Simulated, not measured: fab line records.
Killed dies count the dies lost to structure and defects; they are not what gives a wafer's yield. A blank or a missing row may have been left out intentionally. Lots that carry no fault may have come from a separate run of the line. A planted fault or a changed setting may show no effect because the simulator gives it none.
fab line records	flow nandHarc
record lots=15	wafers=44	lastDay=33
route steps=1302 shown P_BONDPAD@385 A_START@389 A_SOURCE_PLATE@423 A_ONON_D1@432 END@1302
lots untouched by any fault: they come from a run of this same line in which no faults occurred
startH: hours from the record's opening day to when the first of the lot's shown wafers began	waitH: hours elapsed since this lot's preceding step	" same as the row above	L1.1+2: a single row standing in for several wafers	- no value, or no start was given	* or withheld: withheld	< > ~ a bound
route shown NAME@n: names a module that has steps shown in the file, with the first one's number in the route	usual: mean/standard deviation of fault-free wafers	same: alike in all rows	chamber/n: place in a boat	sites: each site's reading	_std_site: the standard deviation of these	_edge_site: mean of outer sites minus mean of inner sites	radiusMm: for every site, how far away it sits from the centre of the wafer	mask NAME#n: copy n	behind: the most recent tool/chamber to have shaped the wafer	hold: cause of the lot's hold/its duration in hours/its outcome	device: names the non-switching transistor (n, p or np)	end of line: the route-end tests of the same wafers	a step with no rows: only its recipe	killed: the dies lost at the first sort to structure and to defects; this is not the yield of the wafer	map: per-die view of a wafer (x killed, . not killed, _ where there is no die)
set.NAME: the setting the step ran with; set.NAME@STEP: the setting that earlier step ran with	model.NAME: the simulator's own value behind a step, which no gauge read
steps of the route over a sample of lots; a table a step, a row a wafer
services: a tool's chamber out of use, with start hour (startH, from the record's first day; less than 0 if before it), hours out, and reason
## steps
# step NHARC_P_BONDPAD_INSPECT_23
# usual rawDefectCount=316/110
lot.wafer	tool	chamber	startH	waitH	rawDefectCount
L793.1	defectInspect-02	-	138.08	0.0	585
L793.5	"	-	"	"	878
L793.6	"	-	"	"	244
L794.2	defectInspect-01	-	145.64	0.0	271
L794.3	"	-	"	"	272
L794.5	"	-	"	"	255
L796.1	defectInspect-02	-	162.85	0.0	287
L796.3	"	-	"	"	292
L796.4	"	-	"	"	418
L801.2	defectInspect-01	-	214.27	0.0	249
L801.5	"	-	"	"	283
L803.3	defectInspect-01	-	233.92	0.0	298
L803.4	"	-	"	"	275
L803.5	"	-	"	"	234
L804.2	defectInspect-01	-	245.54	0.0	264
L804.4	"	-	"	"	352
L804.6	"	-	"	"	182
L806.2	defectInspect-02	-	281.57	0.0	205
L806.3	"	-	"	"	238
L806.4	"	-	"	"	217
L808.3	defectInspect-01	-	288.98	0.0	466
L808.4	"	-	"	"	245
L808.5	"	-	"	"	282
L810.2	defectInspect-01	-	314.85	0.0	396
L810.4	"	-	"	"	314
L810.6	"	-	"	"	363
L811.1	defectInspect-02	-	315.40	0.0	191
L811.3	"	-	"	"	230
L811.6	"	-	"	"	285
L812.1	defectInspect-01	-	326.98	0.0	300
L812.2	"	-	"	"	243
L812.4	"	-	"	"	477
L813.1	defectInspect-01	-	338.95	0.0	397
L813.2	"	-	"	"	448
L813.6	"	-	"	"	357
L814.3	defectInspect-02	-	344.33	0.0	402
L814.4	"	-	"	"	223
L814.6	"	-	"	"	315
L815.3	defectInspect-01	-	363.42	0.0	239
L815.4	"	-	"	"	160
L815.5	"	-	"	"	252
L816.3	defectInspect-01	-	370.04	0.0	330
L816.4	"	-	"	"	415
L816.5	"	-	"	"	417
# step NHARC_A_START_INSPECT_01
# usual rawDefectCount=3.5/1.7
lot.wafer	tool	chamber	startH	waitH	rawDefectCount
L793.1	defectInspect-02	-	138.54	-	6
L793.5	"	-	"	"	2
L793.6	"	-	"	"	4
L794.2	defectInspect-02	-	146.13	-	3
L794.3	"	-	"	"	1
L794.5	"	-	"	"	3
L796.1	defectInspect-01	-	163.32	-	4
L796.3	"	-	"	"	5
L796.4	"	-	"	"	2
L801.2	defectInspect-02	-	214.73	-	6
L801.5	"	-	"	"	1
L803.3	defectInspect-01	-	234.40	-	0
L803.4	"	-	"	"	5
L803.5	"	-	"	"	3
L804.2	defectInspect-02	-	246.01	-	4
L804.4	"	-	"	"	5
L804.6	"	-	"	"	3
L806.2	defectInspect-01	-	282.04	-	7
L806.3	"	-	"	"	3
L806.4	"	-	"	"	4
L808.3	defectInspect-02	-	289.45	-	2
L808.4	"	-	"	"	3
L808.5	"	-	"	"	3
L810.2	defectInspect-01	-	315.31	-	6
L810.4	"	-	"	"	9
L810.6	"	-	"	"	2
L811.1	defectInspect-02	-	315.86	-	2
L811.3	"	-	"	"	4
L811.6	"	-	"	"	4
L812.1	defectInspect-01	-	327.45	-	3
L812.2	"	-	"	"	4
L812.4	"	-	"	"	4
L813.1	defectInspect-02	-	339.42	-	1
L813.2	"	-	"	"	3
L813.6	"	-	"	"	4
L814.3	defectInspect-01	-	344.80	-	2
L814.4	"	-	"	"	5
L814.6	"	-	"	"	2
L815.3	defectInspect-02	-	363.89	-	2
L815.4	"	-	"	"	4
L815.5	"	-	"	"	2
L816.3	defectInspect-01	-	370.50	-	4
L816.4	"	-	"	"	5
L816.5	"	-	"	"	4
# step NHARC_A_SOURCE_PLATE_INSPECT_08
# usual rawDefectCount=69/37
lot.wafer	tool	chamber	startH	waitH	rawDefectCount
L793.1	defectInspect-01	-	165.34	0.0	41
L793.5	"	-	"	"	44
L793.6	"	-	"	"	61
L794.2	defectInspect-02	-	168.91	0.0	40
L794.3	"	-	"	"	44
L794.5	"	-	"	"	52
L796.1	defectInspect-01	-	184.50	0.0	76
L796.3	"	-	"	"	35
L796.4	"	-	"	"	47
L801.2	defectInspect-01	-	236.22	0.0	71
L801.5	"	-	"	"	46
L803.3	defectInspect-01	-	256.51	0.0	109
L803.4	"	-	"	"	70
L803.5	"	-	"	"	101
L804.2	defectInspect-02	-	267.85	0.0	83
L804.4	"	-	"	"	66
L804.6	"	-	"	"	71
L806.2	defectInspect-01	-	304.10	0.0	184
L806.3	"	-	"	"	68
L806.4	"	-	"	"	193
L808.3	defectInspect-02	-	315.11	0.0	132
L808.4	"	-	"	"	64
L808.5	"	-	"	"	70
L811.1	defectInspect-02	-	338.25	0.0	22
L811.3	"	-	"	"	29
L811.6	"	-	"	"	36
L810.2	defectInspect-01	-	338.26	0.0	52
L810.4	"	-	"	"	57
L810.6	"	-	"	"	67
L812.1	defectInspect-01	-	351.11	0.0	40
L812.2	"	-	"	"	28
L812.4	"	-	"	"	40
L813.1	defectInspect-02	-	361.50	0.0	120
L813.2	"	-	"	"	102
L813.6	"	-	"	"	104
L814.3	defectInspect-02	-	369.45	0.0	143
L814.4	"	-	"	"	120
L814.6	"	-	"	"	92
L815.3	defectInspect-02	-	385.64	0.0	33
L815.4	"	-	"	"	36
L815.5	"	-	"	"	60
L816.3	defectInspect-01	-	400.86	0.0	46
L816.4	"	-	"	"	29
L816.5	"	-	"	"	46
# step NHARC_A_ONON_D1_DEP_12
# recipe targetThkA=10000	n2FlowSccm=2750	n2oFlowSccm=2000	nh3FlowSccm=500	sih4FlowSccm=210	tempC=400
# usual nh3FlowSccm=499.7/1.4
lot.wafer	tool	chamber	startH	waitH	nh3FlowSccm
L793.1	pecvdOnon-03	0	167.69	0.1	499.8
L793.5	"	0	"	"	501.3
L793.6	"	0	"	"	500.9
L794.2	pecvdOnon-04	0	171.30	0.1	499.0
L794.3	"	0	"	"	500.9
L794.5	"	0	"	"	501.1
L796.1	pecvdOnon-03	0	186.84	0.1	500.6
L796.3	"	0	"	"	500.1
L796.4	"	0	"	"	500.8
L801.2	pecvdOnon-04	0	238.60	0.1	496.9
L801.5	"	0	"	"	499.6
L803.3	pecvdOnon-04	0	258.98	0.2	496.3
L803.4	"	0	"	"	498.4
L803.5	"	0	"	"	497.7
L804.2	pecvdOnon-04	0	270.27	0.1	500.8
L804.4	"	0	"	"	499.7
L804.6	"	0	"	"	498.1
L806.2	pecvdOnon-01	0	306.49	0.1	498.7
L806.3	"	0	"	"	499.5
L806.4	"	0	"	"	497.7
L808.3	pecvdOnon-01	0	317.58	0.2	501.6
L808.4	"	0	"	"	499.3
L808.5	"	0	"	"	498.5
L811.1	pecvdOnon-03	0	340.58	0.1	500.6
L811.3	"	0	"	"	500.9
L811.6	"	0	"	"	497.8
L810.2	pecvdOnon-04	0	340.65	0.1	499.3
L810.4	"	0	"	"	499.2
L810.6	"	0	"	"	498.1
L812.1	pecvdOnon-03	0	353.44	0.1	499.5
L812.2	"	0	"	"	498.8
L812.4	"	0	"	"	498.7
L813.1	pecvdOnon-01	0	363.82	0.1	500.1
L813.2	"	0	"	"	499.5
L813.6	"	0	"	"	500.2
L814.3	pecvdOnon-01	0	371.89	0.2	500.5
L814.4	"	0	"	"	497.8
L814.6	"	0	"	"	499.1
L815.3	pecvdOnon-01	0	388.08	0.2	500.0
L815.4	"	0	"	"	501.3
L815.5	"	0	"	"	503.3
L816.3	pecvdOnon-03	0	403.31	0.2	498.5
L816.4	"	0	"	"	498.6
L816.5	"	0	"	"	500.4
# step NHARC_A_ONON_D1_THK_MEAS_14
# recipe thkMeasGauge=ellipsometry
# usual thkNm=1002/10
lot.wafer	tool	chamber	startH	waitH	thkNm
L793.1	filmMetro-01	-	168.20	-	1012
L793.5	"	-	"	"	1012
L793.6	"	-	"	"	1011
L794.2	filmMetro-01	-	171.75	-	996
L794.3	"	-	"	"	993
L794.5	"	-	"	"	993
L796.1	filmMetro-01	-	187.34	-	1000
L796.3	"	-	"	"	1000
L796.4	"	-	"	"	999
L801.2	filmMetro-01	-	239.05	-	991
L801.5	"	-	"	"	944
L803.3	filmMetro-01	-	259.38	-	1004
L803.4	"	-	"	"	959
L803.5	"	-	"	"	957
L804.2	filmMetro-01	-	270.72	-	1011
L804.4	"	-	"	"	965
L804.6	"	-	"	"	1009
L806.2	filmMetro-02	-	306.95	-	1010
L806.3	"	-	"	"	1010
L806.4	"	-	"	"	1010
L808.3	filmMetro-01	-	317.98	-	994
L808.4	"	-	"	"	995
L808.5	"	-	"	"	993
L811.1	filmMetro-01	-	341.10	-	1001
L811.3	"	-	"	"	1002
L811.6	"	-	"	"	1001
L810.2	filmMetro-02	-	341.10	-	1017
L810.4	"	-	"	"	1015
L810.6	"	-	"	"	1017
L812.1	filmMetro-02	-	353.95	-	992
L812.2	"	-	"	"	994
L812.4	"	-	"	"	993
L813.1	filmMetro-01	-	364.33	-	1008
L813.2	"	-	"	"	1005
L813.6	"	-	"	"	1007
L814.3	filmMetro-02	-	372.29	-	975
L814.4	"	-	"	"	976
L814.6	"	-	"	"	973
L815.3	filmMetro-01	-	388.47	-	1025
L815.4	"	-	"	"	1027
L815.5	"	-	"	"	1026
L816.3	filmMetro-01	-	403.70	-	995
L816.4	"	-	"	"	997
L816.5	"	-	"	"	997
# step NHARC_END_SORT_01
# recipe tempC=25
# usual killedAtArray=50/16	killedAtOther=0.8/1	killedAtPeriphery=4/3.1	killedDies=54/16	killedOpen=3.2/2	killedShort=2.5/1.6
# same grossDies=677
lot.wafer	tool	chamber	startH	waitH	killedAtArray	killedAtOther	killedAtPeriphery	killedDies	killedOpen	killedShort
L794.2	prober-02	0	573.24	2.8	56	2	1	59	0	1
L794.3	prober-02	0	574.04	3.1	57	0	1	58	0	0
L794.5	prober-02	0	575.65	3.7	58	0	2	60	2	3
L793.1	prober-01	0	580.69	2.5	27	0	2	29	6	5
L793.5	prober-01	0	583.94	3.7	25	0	1	26	4	4
L793.6	prober-01	0	584.75	4.1	19	0	4	23	6	1
L796.1	prober-02	0	588.41	2.5	54	2	1	57	1	1
L796.3	prober-02	0	590.01	3.1	62	0	3	65	4	2
L796.4	prober-02	0	590.81	3.4	56	3	1	60	2	2
L803.3	prober-02	0	658.41	3.1	40	0	10	50	5	3
L803.4	prober-02	0	659.20	3.4	44	0	8	52	4	4
L803.5	prober-02	0	659.99	3.7	45	0	9	54	3	4
L804.2	prober-02	0	665.35	2.8	59	3	9	71	8	3
L804.4	prober-02	0	666.92	3.4	63	1	9	73	3	3
L804.6	prober-02	0	668.50	3.9	44	3	4	51	0	4
L806.2	prober-01	0	705.65	2.8	48	0	0	48	1	2
L806.3	prober-01	0	706.45	3.1	67	0	4	71	5	4
L806.4	prober-01	0	707.25	3.4	90	1	3	94	4	4
L808.3	prober-02	0	706.41	3.1	69	1	0	70	1	1
L808.4	prober-02	0	707.21	3.4	61	0	3	64	3	3
L808.5	prober-02	0	708.01	3.7	69	0	0	69	2	0
L811.1	prober-01	0	742.07	2.5	46	2	7	55	2	1
L811.3	prober-01	0	743.66	3.1	32	3	3	38	2	2
L811.6	prober-01	0	746.05	4.0	46	1	2	49	1	1
L810.2	prober-02	0	742.85	2.8	53	0	6	59	4	3
L810.4	prober-02	0	744.45	3.4	68	0	6	74	3	0
L810.6	prober-02	0	746.05	4.0	76	0	6	82	3	4
L812.1	prober-01	0	752.65	2.5	69	1	0	70	0	5
L812.2	prober-01	0	753.45	2.8	58	2	1	61	3	5
L812.4	prober-01	0	755.05	3.4	56	3	1	60	8	2
L813.1	prober-02	0	765.21	2.5	28	1	2	31	5	3
L813.2	prober-02	0	766.00	2.8	33	1	2	36	6	3
L813.6	prober-02	0	769.14	3.9	22	1	0	23	3	3
L814.3	prober-01	0	775.23	3.1	46	2	6	54	5	2
L814.4	prober-01	0	776.05	3.4	45	3	2	50	3	1
L814.6	prober-01	0	777.67	4.1	46	2	6	54	7	5
L815.3	prober-02	0	791.64	3.1	80	1	4	85	2	4
L815.4	prober-02	0	792.42	3.3	59	1	3	63	6	5
L815.5	prober-02	0	793.20	3.6	67	1	1	69	3	3
L816.3	prober-01	0	800.98	3.1	36	0	11	47	3	2
L816.4	prober-01	0	801.78	3.4	22	0	8	30	3	0
L816.5	prober-01	0	802.59	3.7	43	2	9	54	3	4
# killed by level:class
L794.2 A_CHANNEL_HOLE_D1:chamberFilmFlake=32 A_CHANNEL_HOLE_D2:chamberFilmFlake=20 A_CONTACT:chamberFilmFlake=2 P_GATE:chamberFilmFlake=1 STARTING-WAFER:geometricParticle:short=1 A_DECK1_JOINT:chamberFilmFlake=1 A_STAIRCASE:chamberFilmFlake=1 THIN_TSV:chamberFilmFlake=1
L794.3 A_CHANNEL_HOLE_D2:chamberFilmFlake=33 A_CHANNEL_HOLE_D1:chamberFilmFlake=21 A_CONTACT:chamberFilmFlake=3 P_ZERO_WELL:chamberFilmFlake=1
L794.5 A_CHANNEL_HOLE_D1:chamberFilmFlake=33 A_CHANNEL_HOLE_D2:chamberFilmFlake=21 P_M1:geometricParticle:open=1 A_SOURCE_PLATE:geometricParticle:short=1 A_CHANNEL_FILL_D1:geometricParticle:open=1 A_DECK1_JOINT:geometricParticle:short=1 A_WL_FILL:geometricParticle:short=1 P_ZERO_WELL:chamberFilmFlake=1
L793.1 A_CHANNEL_HOLE_D2:chamberFilmFlake=6 A_CONTACT:chamberFilmFlake=3 A_M1:chamberFilmFlake=3 A_M0:geometricParticle:short=2 A_M1:geometricParticle:open=2 A_CHANNEL_HOLE_D1:chamberFilmFlake=2 A_ONON_D1:geometricParticle:short=1 A_ONON_D1:geometricParticle:open=1
L793.5 A_CHANNEL_HOLE_D2:chamberFilmFlake=9 A_M1:chamberFilmFlake=4 A_WL_FILL:geometricParticle:short=2 A_WL_FILL:geometricParticle:open=2 A_CONTACT:chamberFilmFlake=2 A_SOURCE_PLATE:geometricParticle:open=1 A_SOURCE_PLATE:geometricParticle:short=1 A_CHANNEL_HOLE_D1:geometricParticle:open=1
L793.6 A_CHANNEL_HOLE_D2:chamberFilmFlake=6 A_CONTACT:chamberFilmFlake=3 A_M1:chamberFilmFlake=3 P_CONTACT:geometricParticle:open=1 P_M1:geometricParticle:open=1 A_CHANNEL_FILL_D1:geometricParticle:open=1 A_ONON_D2:geometricParticle:open=1 A_CHANNEL_FILL_D2:geometricParticle:open=1
L796.1 A_SLIT:chamberFilmFlake=21 A_CHANNEL_HOLE_D1:chamberFilmFlake=20 A_CHANNEL_HOLE_D2:chamberFilmFlake=10 THIN_TSV:chamberFilmFlake=2 A_ONON_D1:geometricParticle:short=1 A_M0:geometricParticle:open=1 P_ZERO_WELL:chamberFilmFlake=1 A_WL_FILL:chamberFilmFlake=1
L796.3 A_CHANNEL_HOLE_D1:chamberFilmFlake=32 A_SLIT:chamberFilmFlake=20 A_CHANNEL_HOLE_D2:chamberFilmFlake=4 A_DECK1_JOINT:chamberFilmFlake=2 P_CONTACT:geometricParticle:open=1 P_M0:geometricParticle:open=1 P_M2:geometricParticle:open=1 A_SGD_CUT:geometricParticle:open=1
L796.4 A_CHANNEL_HOLE_D1:chamberFilmFlake=23 A_SLIT:chamberFilmFlake=23 A_CHANNEL_HOLE_D2:chamberFilmFlake=4 A_CONTACT:chamberFilmFlake=3 THIN_TSV:chamberFilmFlake=3 P_CONTACT:geometricParticle:short=1 A_ONON_D1:geometricParticle:short=1 A_CHANNEL_FILL_D1:geometricParticle:open=1
L803.3 A_CHANNEL_HOLE_D2:chamberFilmFlake=14 A_STAIRCASE:chamberFilmFlake=8 P_M2:chamberFilmFlake=6 A_CONTACT:chamberFilmFlake=4 A_CHANNEL_HOLE_D1:chamberFilmFlake=3 A_M0:geometricParticle:open=2 P_CONTACT:chamberFilmFlake=2 A_SLIT:chamberFilmFlake=2
L803.4 A_CHANNEL_HOLE_D2:chamberFilmFlake=10 A_STAIRCASE:chamberFilmFlake=9 A_CONTACT:chamberFilmFlake=9 P_M2:chamberFilmFlake=6 A_CHANNEL_HOLE_D1:chamberFilmFlake=4 A_SLIT:chamberFilmFlake=3 P_M0:geometricParticle:open=1 A_CHANNEL_FILL_D1:geometricParticle:short=1
L803.5 A_CHANNEL_HOLE_D2:chamberFilmFlake=11 A_CONTACT:chamberFilmFlake=10 P_CONTACT:chamberFilmFlake=6 A_CHANNEL_HOLE_D1:chamberFilmFlake=6 A_STAIRCASE:chamberFilmFlake=6 A_M0:chamberFilmFlake=6 P_GATE:geometricParticle:short=2 A_ONON_D1:geometricParticle:open=1
L804.2 A_SLIT:chamberFilmFlake=24 A_CHANNEL_HOLE_D2:chamberFilmFlake=9 A_CHANNEL_HOLE_D1:chamberFilmFlake=6 A_M0:chamberFilmFlake=5 P_STI:chamberFilmFlake=4 A_STAIRCASE:chamberFilmFlake=4 P_GATE:chamberFilmFlake=3 THIN_TSV:chamberFilmFlake=3
L804.4 A_SLIT:chamberFilmFlake=31 A_CHANNEL_HOLE_D2:chamberFilmFlake=17 P_STI:chamberFilmFlake=4 A_CHANNEL_FILL_D2:chamberFilmFlake=3 A_ONON_D2:geometricParticle:short=2 P_ZERO_WELL:chamberFilmFlake=2 P_GATE:chamberFilmFlake=2 A_CHANNEL_HOLE_D1:chamberFilmFlake=2
L804.6 A_SLIT:chamberFilmFlake=20 A_CHANNEL_HOLE_D2:chamberFilmFlake=17 P_STI:chamberFilmFlake=3 A_ONON_D2:geometricParticle:short=2 A_STAIRCASE:chamberFilmFlake=2 THIN_TSV:chamberFilmFlake=2 A_ONON_D1:geometricParticle:short=1 P_M2:chamberFilmFlake=1
L806.2 A_SLIT:chamberFilmFlake=19 A_CHANNEL_HOLE_D2:chamberFilmFlake=10 A_CHANNEL_HOLE_D1:chamberFilmFlake=10 A_STAIRCASE:chamberFilmFlake=3 A_DECK1_JOINT:geometricParticle:short=1 A_SGD_CUT:geometricParticle:short=1 A_M0:geometricParticle:open=1 A_ZERO_WELL:chamberFilmFlake=1
L808.3 A_SLIT:chamberFilmFlake=34 A_CHANNEL_HOLE_D1:chamberFilmFlake=31 A_CHANNEL_HOLE_D2:geometricParticle:short=1 A_WL_FILL:geometricParticle:open=1 THIN_TSV:chamberFilmFlake=1 A_CONTACT:chamberFilmFlake=1 A_DECK1_JOINT:chamberFilmFlake=1
L806.3 A_SLIT:chamberFilmFlake=19 A_CHANNEL_HOLE_D2:chamberFilmFlake=16 A_CHANNEL_HOLE_D1:chamberFilmFlake=14 A_STAIRCASE:chamberFilmFlake=4 A_CONTACT:chamberFilmFlake=3 P_CONTACT:geometricParticle:open=2 A_M1:chamberFilmFlake=2 A_ONON_D1:geometricParticle:short=1
L808.4 A_SLIT:chamberFilmFlake=27 A_CHANNEL_HOLE_D1:chamberFilmFlake=23 A_CONTACT:chamberFilmFlake=4 A_ONON_D2:geometricParticle:short=2 A_BLC:geometricParticle:open=2 A_STAIRCASE:chamberFilmFlake=2 P_M1:geometricParticle:open=1 A_DECK1_JOINT:geometricParticle:short=1
L806.4 A_CHANNEL_HOLE_D2:chamberFilmFlake=28 A_CHANNEL_HOLE_D1:chamberFilmFlake=27 A_SLIT:chamberFilmFlake=23 A_M1:chamberFilmFlake=3 A_M0:geometricParticle:open=2 P_GATE:geometricParticle:open=1 P_M0:geometricParticle:short=1 A_ONON_D1:geometricParticle:open=1
L808.5 A_SLIT:chamberFilmFlake=33 A_CHANNEL_HOLE_D1:chamberFilmFlake=31 A_CONTACT:chamberFilmFlake=2 A_ONON_D1:geometricParticle:open=1 A_SGD_CUT:geometricParticle:open=1 A_STAIRCASE:chamberFilmFlake=1
L811.1 A_CHANNEL_HOLE_D1:chamberFilmFlake=35 A_SLIT:chamberFilmFlake=3 P_GATE:chamberFilmFlake=2 P_M1:chamberFilmFlake=2 A_ZERO_WELL:chamberFilmFlake=2 A_CHANNEL_FILL_D1:chamberFilmFlake=2 A_CONTACT:chamberFilmFlake=2 THIN_TSV:chamberFilmFlake=2
L810.2 A_SLIT:chamberFilmFlake=17 A_CHANNEL_HOLE_D2:chamberFilmFlake=14 A_CHANNEL_HOLE_D1:chamberFilmFlake=5 P_M1:chamberFilmFlake=4 A_CONTACT:chamberFilmFlake=4 A_WL_FILL:geometricParticle:open=2 A_STAIRCASE:chamberFilmFlake=2 A_ZERO_WELL:chamberFilmFlake=2
L811.3 A_CHANNEL_HOLE_D1:chamberFilmFlake=19 A_SLIT:chamberFilmFlake=4 THIN_TSV:chamberFilmFlake=3 P_M1:geometricParticle:open=1 A_ONON_D1:geometricParticle:short=1 A_ONON_D1:geometricParticle:open=1 A_ONON_D2:geometricParticle:short=1 P_GATE:chamberFilmFlake=1
L810.4 A_SLIT:chamberFilmFlake=26 A_CHANNEL_HOLE_D2:chamberFilmFlake=21 A_CHANNEL_HOLE_D1:chamberFilmFlake=8 A_CONTACT:chamberFilmFlake=5 A_WL_FILL:chamberFilmFlake=4 P_M1:chamberFilmFlake=3 A_ZERO_WELL:chamberFilmFlake=2 P_CONTACT:geometricParticle:open=1
L811.6 A_CHANNEL_HOLE_D1:chamberFilmFlake=36 A_SLIT:chamberFilmFlake=4 A_CONTACT:chamberFilmFlake=2 P_CONTACT:geometricParticle:open=1 A_ONON_D1:geometricParticle:short=1 P_GATE:chamberFilmFlake=1 A_CHANNEL_FILL_D1:chamberFilmFlake=1 A_DECK1_JOINT:chamberFilmFlake=1
L810.6 A_CHANNEL_HOLE_D2:chamberFilmFlake=28 A_SLIT:chamberFilmFlake=21 A_CONTACT:chamberFilmFlake=7 A_WL_FILL:chamberFilmFlake=7 A_CHANNEL_HOLE_D1:chamberFilmFlake=6 P_M1:chamberFilmFlake=3 P_CONTACT:geometricParticle:open=1 P_CONTACT:geometricParticle:short=1
L812.1 A_SLIT:chamberFilmFlake=25 A_CHANNEL_HOLE_D2:chamberFilmFlake=19 A_CHANNEL_HOLE_D1:chamberFilmFlake=9 A_CONTACT:chamberFilmFlake=6 A_SGD_CUT:chamberFilmFlake=2 A_ONON_D1:geometricParticle:short=1 A_CHANNEL_FILL_D1:geometricParticle:short=1 A_DECK1_JOINT:geometricParticle:short=1
L812.2 A_CHANNEL_HOLE_D2:chamberFilmFlake=20 A_SLIT:chamberFilmFlake=20 A_CONTACT:chamberFilmFlake=5 A_CHANNEL_HOLE_D1:chamberFilmFlake=3 A_CHANNEL_FILL_D1:geometricParticle:open=2 THIN_TSV:chamberFilmFlake=2 A_ONON_D1:geometricParticle:short=1 A_CHANNEL_HOLE_D1:geometricParticle:short=1
L812.4 A_SLIT:chamberFilmFlake=27 A_CHANNEL_HOLE_D2:chamberFilmFlake=7 A_CONTACT:chamberFilmFlake=6 A_CHANNEL_HOLE_D1:chamberFilmFlake=5 THIN_TSV:chamberFilmFlake=3 A_CHANNEL_HOLE_D1:geometricParticle:open=2 A_BLC:geometricParticle:open=2 A_DECK1_JOINT:chamberFilmFlake=2
L813.1 A_CHANNEL_HOLE_D1:chamberFilmFlake=12 A_SLIT:chamberFilmFlake=4 A_DECK1_JOINT:geometricParticle:open=2 A_M0:geometricParticle:short=2 A_CONTACT:chamberFilmFlake=2 A_ONON_D2:geometricParticle:open=1 A_ONON_D2:geometricParticle:short=1 A_SGD_CUT:geometricParticle:open=1
L813.2 A_CHANNEL_HOLE_D1:chamberFilmFlake=15 A_SLIT:chamberFilmFlake=5 A_CHANNEL_FILL_D1:chamberFilmFlake=2 P_GATE:geometricParticle:open=1 A_ONON_D1:geometricParticle:short=1 A_CHANNEL_HOLE_D2:geometricParticle:open=1 A_CHANNEL_FILL_D2:geometricParticle:short=1 A_CHANNEL_FILL_D2:geometricParticle:open=1
L813.6 A_CHANNEL_HOLE_D1:chamberFilmFlake=8 A_CHANNEL_FILL_D1:chamberFilmFlake=3 A_SLIT:chamberFilmFlake=3 A_WL_FILL:geometricParticle:short=2 A_BLC:geometricParticle:open=2 A_ONON_D1:geometricParticle:short=1 A_M0:geometricParticle:open=1 A_ZERO_WELL:chamberFilmFlake=1
L814.3 A_CHANNEL_HOLE_D2:chamberFilmFlake=28 A_SLIT:chamberFilmFlake=4 A_CONTACT:chamberFilmFlake=4 P_GATE:chamberFilmFlake=3 P_M1:chamberFilmFlake=2 A_CHANNEL_FILL_D1:geometricParticle:short=2 A_CHANNEL_FILL_D2:geometricParticle:open=2 A_M0:geometricParticle:open=2
L814.4 A_CHANNEL_HOLE_D2:chamberFilmFlake=20 A_CONTACT:chamberFilmFlake=6 A_CHANNEL_FILL_D1:chamberFilmFlake=5 A_SLIT:chamberFilmFlake=5 THIN_TSV:chamberFilmFlake=3 A_STAIRCASE:chamberFilmFlake=2 A_CHANNEL_HOLE_D1:geometricParticle:open=1 A_CHANNEL_FILL_D1:geometricParticle:short=1
L814.6 A_CHANNEL_HOLE_D2:chamberFilmFlake=24 A_SLIT:chamberFilmFlake=5 A_CHANNEL_FILL_D2:chamberFilmFlake=3 P_M0:geometricParticle:open=2 A_CHANNEL_FILL_D1:geometricParticle:short=2 P_GATE:chamberFilmFlake=2 A_CHANNEL_FILL_D1:chamberFilmFlake=2 A_CONTACT:chamberFilmFlake=2
L815.3 A_CHANNEL_HOLE_D2:chamberFilmFlake=23 A_CHANNEL_HOLE_D1:chamberFilmFlake=17 A_SLIT:chamberFilmFlake=16 A_CONTACT:chamberFilmFlake=9 A_STAIRCASE:chamberFilmFlake=4 A_CHANNEL_FILL_D2:chamberFilmFlake=3 A_WL_FILL:chamberFilmFlake=3 P_CONTACT:geometricParticle:short=2
L815.4 A_CHANNEL_HOLE_D2:chamberFilmFlake=25 A_CHANNEL_HOLE_D1:chamberFilmFlake=13 A_SLIT:chamberFilmFlake=5 A_CONTACT:chamberFilmFlake=3 P_GATE:geometricParticle:short=2 A_CHANNEL_FILL_D1:geometricParticle:open=2 A_STAIRCASE:chamberFilmFlake=2 A_WL_FILL:chamberFilmFlake=2
L815.5 A_CHANNEL_HOLE_D2:chamberFilmFlake=27 A_CHANNEL_HOLE_D1:chamberFilmFlake=15 A_SLIT:chamberFilmFlake=8 A_CONTACT:chamberFilmFlake=7 A_STAIRCASE:chamberFilmFlake=3 A_CHANNEL_FILL_D2:chamberFilmFlake=2 P_M1:geometricParticle:short=1 A_CHANNEL_FILL_D1:geometricParticle:open=1
L816.3 A_CHANNEL_HOLE_D1:chamberFilmFlake=19 A_SLIT:chamberFilmFlake=11 P_BONDPAD:chamberFilmFlake=4 P_STI:geometricParticle:open=2 P_M0:geometricParticle:short=2 P_GATE:chamberFilmFlake=2 A_DECK1_JOINT:chamberFilmFlake=2 A_STAIRCASE:chamberFilmFlake=2
L816.4 A_CHANNEL_HOLE_D1:chamberFilmFlake=9 A_SLIT:chamberFilmFlake=5 P_BONDPAD:chamberFilmFlake=4 P_STI:chamberFilmFlake=2 P_GATE:chamberFilmFlake=2 A_CONTACT:chamberFilmFlake=2 A_CONTACT:geometricParticle:open=1 A_BLC:geometricParticle:open=1
L816.5 A_CHANNEL_HOLE_D1:chamberFilmFlake=19 A_SLIT:chamberFilmFlake=6 P_BONDPAD:chamberFilmFlake=4 A_CONTACT:chamberFilmFlake=4 A_STAIRCASE:chamberFilmFlake=4 P_STI:chamberFilmFlake=2 P_GATE:chamberFilmFlake=2 A_CHANNEL_FILL_D1:chamberFilmFlake=2
## services
tool	chamber	startH	hours	kind
pecvdOnon-03	-	227.00	13.0	pm
pecvdOnon-01	-	269.42	13.0	pm
pecvdOnon-04	-	311.00	13.0	pm
## key
firstSign step=NHARC_A_ONON_D1_THK_MEAS_14	reading=thkNm	direction=down	sigmas=4.5	usual=1002	struck=956
effect none on later readings
metAt NHARC_A_ONON_D1_DEP_12
struckLots L801,L803,L804
struckWafers L801.5,L803.4,L803.5,L804.4
sortLeftOut L801.5
testerLeftOut L801,L803,L804
notActingAt NHARC_P_BONDPAD_INSPECT_23,NHARC_A_START_INSPECT_01,NHARC_A_SOURCE_PLATE_INSPECT_08
onsetBetween 171.30 238.60
fault kind=processParameterDrift	tool=pecvdOnon-04	chamber=-	onsetH=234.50	steps=NHARC_A_ONON_D1_DEP_12	channel=targetThkA	offset=*	shape=step	endH=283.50	scope=struckWafersOnly	actsIn=*	stated=*
# testerLeftOut: of these lots the tester's yield and bins aren't shown, on N5 and GAA mostly nor the transistor test; their killed dies are dies lost to structure and defects alone, not to doping, threshold or leakage, so they don't give the yield
# sortLeftOut: the simulated sort isn't trusted on such a fault, so these wafers' sort isn't shown, and their yield isn't known
